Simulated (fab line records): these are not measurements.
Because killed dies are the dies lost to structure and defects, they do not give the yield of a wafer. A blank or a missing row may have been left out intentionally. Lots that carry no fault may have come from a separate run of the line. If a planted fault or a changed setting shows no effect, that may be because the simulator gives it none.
Which tool did it? -- flow n5Finfet -- 24 lots with 72 wafers sampled at 2 steps, on a route of 1938 steps

## WHAT THE GAUGES SHOWED, per wafer
N5_SD_EPI_N_CD_MEAS_09: target cd 120 nm. Usual: 119.8 nm for cdNm, sd 0.7.
lot,measured,on,cdNm (nm),flag
L074,day 3 02:07,cdSem-01,119.5 119.7 119.6,
L076,day 3 11:43,cdSem-02,121.0 119.6 119.8,
L075,day 3 11:57,cdSem-02,119.2 119.1 119.9,
L077,day 3 19:46,cdSem-02,119.4 119.7 119.5,
L078,day 4 00:25,cdSem-01,120.1 119.6 119.8,
L079,day 4 08:07,cdSem-01,119.7 119.5 119.3,
L081,day 4 22:53,cdSem-02,121.1 120.5 120.9,
L080,day 4 23:59,cdSem-02,118.8 119.0 120.4,
L082,day 5 05:28,cdSem-01,119.6 120.4 119.5,
L083,day 5 09:46,cdSem-03,119.8 119.5 118.8,
L084,day 5 17:19,cdSem-02,118.8 119.6 120.3,
L085,day 6 00:06,cdSem-01,118.9 119.1 119.1,
L086,day 6 03:53,cdSem-01,121.1 120.8 120.7,
L088,day 6 11:46,cdSem-01,120.2 119.3 120.3,
L087,day 6 13:52,cdSem-03,119.9 120.7 119.5,
L089,day 6 20:43,cdSem-01,119.4 119.2 120.6,
L090,day 6 23:41,cdSem-03,120.3 119.7 121.1,
L091,day 7 07:05,cdSem-03,120.7 119.4 120.1,
L092,day 7 11:28,cdSem-03,118.9 119.8 118.6,
L093,day 7 18:52,cdSem-02,121.0 120.8 121.2,
L094,day 8 01:02,cdSem-02,118.9 119.3 118.6,
L095,day 8 06:25,cdSem-02,119.6 120.8 119.3,
L096,day 8 14:55,cdSem-02,120.9 121.5 120.7,
L097,day 8 20:29,cdSem-02,120.0 118.9 119.0,

## TOOL THAT RAN EACH LOT (tool first, then ch and the chambers of the sampled wafers, then the start)
lot,N5_SPACER0_ALD_07
L074,"aldSin-03 ch 0,2,3, day 3 01:17"
L076,"aldSin-03 ch 1,2,3, day 3 10:45"
L075,"aldSin-01 ch 1,2,3, day 3 10:59"
L077,"aldSin-01 ch 1,2, day 3 18:48"
L078,"aldSin-01 ch 1,2,3, day 3 23:26"
L079,"aldSin-01 ch 0,2,3, day 4 07:09"
L081,"aldSin-01 ch 0,1,3, day 4 21:55"
L080,"aldSin-03 ch 1,2,3, day 4 23:01"
L082,"aldSin-02 ch 0,1,3, day 5 04:37"
L083,"aldSin-01 ch 0,2,3, day 5 08:47"
L084,"aldSin-01 ch 1,2, day 5 16:20"
L085,"aldSin-03 ch 0,2,3, day 5 23:08"
L086,"aldSin-01 ch 0,2,3, day 6 02:55"
L088,"aldSin-02 ch 1,2,3, day 6 10:48"
L087,"aldSin-03 ch 0,1,2, day 6 13:01"
L089,"aldSin-01 ch 1,2, day 6 19:44"
L090,"aldSin-03 ch 0,1,2, day 6 22:51"
L091,"aldSin-02 ch 2,3, day 7 06:15"
L092,"aldSin-03 ch 0,2,3, day 7 10:38"
L093,"aldSin-03 ch 1,2,3, day 7 17:55"
L094,"aldSin-02 ch 0,1,2, day 8 00:11"
L095,"aldSin-03 ch 0,2,3, day 8 05:27"
L096,"aldSin-03 ch 0,1,2, day 8 14:04"
L097,"aldSin-01 ch 0,2,3, day 8 19:31"
- N5_SPACER0_ALD_07: deposits SiNx, target thk 2 nm.

## WHAT THE TOOLS THEMSELVES READ (means of the sampled wafers that have a number; where no wafer has one, the mark that the record gives instead)
N5_SPACER0_ALD_07. Usual: 832 W for heaterPowerW, sd 93.
lot,tool,heaterPowerW (W),flag
L074,aldSin-03,878,
L076,aldSin-03,867,
L075,aldSin-01,797,
L077,aldSin-01,775,
L078,aldSin-01,794,
L079,aldSin-01,768,
L081,aldSin-01,755,
L080,aldSin-03,868,
L082,aldSin-02,978,
L083,aldSin-01,779,
L084,aldSin-01,812,
L085,aldSin-03,880,
L086,aldSin-01,775,
L088,aldSin-02,893,
L087,aldSin-03,804,
L089,aldSin-01,799,
L090,aldSin-03,832,
L091,aldSin-02,822,
L092,aldSin-03,875,
L093,aldSin-03,867,
L094,aldSin-02,937,
L095,aldSin-03,885,
L096,aldSin-03,807,
L097,aldSin-01,779,

## THE ANSWER, worked out from the rows above alone
Rule: lot off if the mean of its wafers having a number is beyond 3 standard deviations from the usual mean. A lot without any number at a reading at which 4 lots or more have one is off too. All remaining lots with rows at the step are treated as sound. After the gauges, taken in route order, come the tools' own readings; for these a lot's mean is taken, as printed above. The first step at which some lot is off is used, and at that step the reading that is off furthest; a lot without a number counts as furthest.
Nothing can be told from this: no lot is off at any reading shown.

## WHAT THE SIMULATOR PUT IN
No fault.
